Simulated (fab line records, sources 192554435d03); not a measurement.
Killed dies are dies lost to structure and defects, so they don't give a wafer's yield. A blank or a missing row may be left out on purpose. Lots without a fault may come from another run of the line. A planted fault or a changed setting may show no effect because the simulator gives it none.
Problem report in the 8D (eight disciplines) form, filled by code | flow n5_finfet | the parts of the form that need people (team, actions taken, sign-off) are left out

1. THE PROBLEM
cd_nm at N5_BEOL_M14_CD_MEAS_28 reads a mean of 298.4 nm on 2 wafers of 2 lots; wafers without a fault read 284.2 nm with a standard deviation of 1.9. That is +7.5 standard deviations from the usual mean.
The step: target cd 284.4 nm.
First seen on wafer L594.4, day 15 01:07, on cd_sem-01. The record holds 19 wafers of 7 lots with a number at this step. Rule for "out", or "out of limits": more than 4 standard deviations from the usual mean. The other wafers with a number count as sound.

2. WHAT IT IS AND WHAT IT IS NOT
question                    | is                   | is not
which readings at this step | cd_nm                | -
which lots                  | L594, L601           | L587, L588, L589, L590, L591
which wafers of those lots  | L594.4, L601.2       | L594.1, L601.1
read on which gauges        | cd_sem-01, cd_sem-02 | cd_sem-03
when                        | from day 15 01:07    | up to then (16 sound wafers); but 1 sound wafer of L601 came after

3. SUSPECTS, AND WHAT RULES EACH OUT
Counting: a tool at a process step up to the reading stays a suspect if it ran every lot that is out. Sound lots after the first of them don't rule it out here, since some wafers of a struck lot are sound.
- the gauge at N5_BEOL_M14_CD_MEAS_28: ruled out. The wafers that are out were read on 2 gauges (cd_sem-01, cd_sem-02).
- krf_scanner-02 at N5_BEOL_M14_EXPOSE_25 (exposes mask M14, target cd 280 nm): kept. It ran every lot that is out, first L594 (day 15 00:56); its last sound lot up to then is L589 (day 11 23:41).
Left after counting: krf_scanner-02 at N5_BEOL_M14_EXPOSE_25.

4. THE CAUSE (what the simulator had put in)
Process parameter drift: krf_scanner-02, from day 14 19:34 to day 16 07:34, at N5_BEOL_M14_EXPOSE_25. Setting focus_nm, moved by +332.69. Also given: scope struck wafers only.
Counting left only this tool.

5. THE CHAIN OF EFFECTS, in route order
Each row: a reading whose mean over the struck wafers that have a number lies more than 3 standard deviations from the usual. Only readings for which the record gives a usual standard deviation are gone through. hours: the time from each lot's start at the first step in this table that gives one to its start at this step, as a median over the lots. sigmas: the change in usual standard deviations.
hours | step                   | reading | usual    | on struck wafers | change | sigmas
0     | N5_BEOL_M14_CD_MEAS_28 | cd_nm   | 284.2 nm | 298.4            | +14.2  | +7.5

6. WHAT WOULD HAVE CAUGHT IT SOONER
In this record the first reading out of limits at a measuring or inspecting step was taken at day 15 01:07, 6 hours after the fault began at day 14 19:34.
Of the lots that are out (2), L601 began N5_BEOL_M14_EXPOSE_25 on krf_scanner-02 after day 15 01:07. A hold on the tool at that time would have spared it.
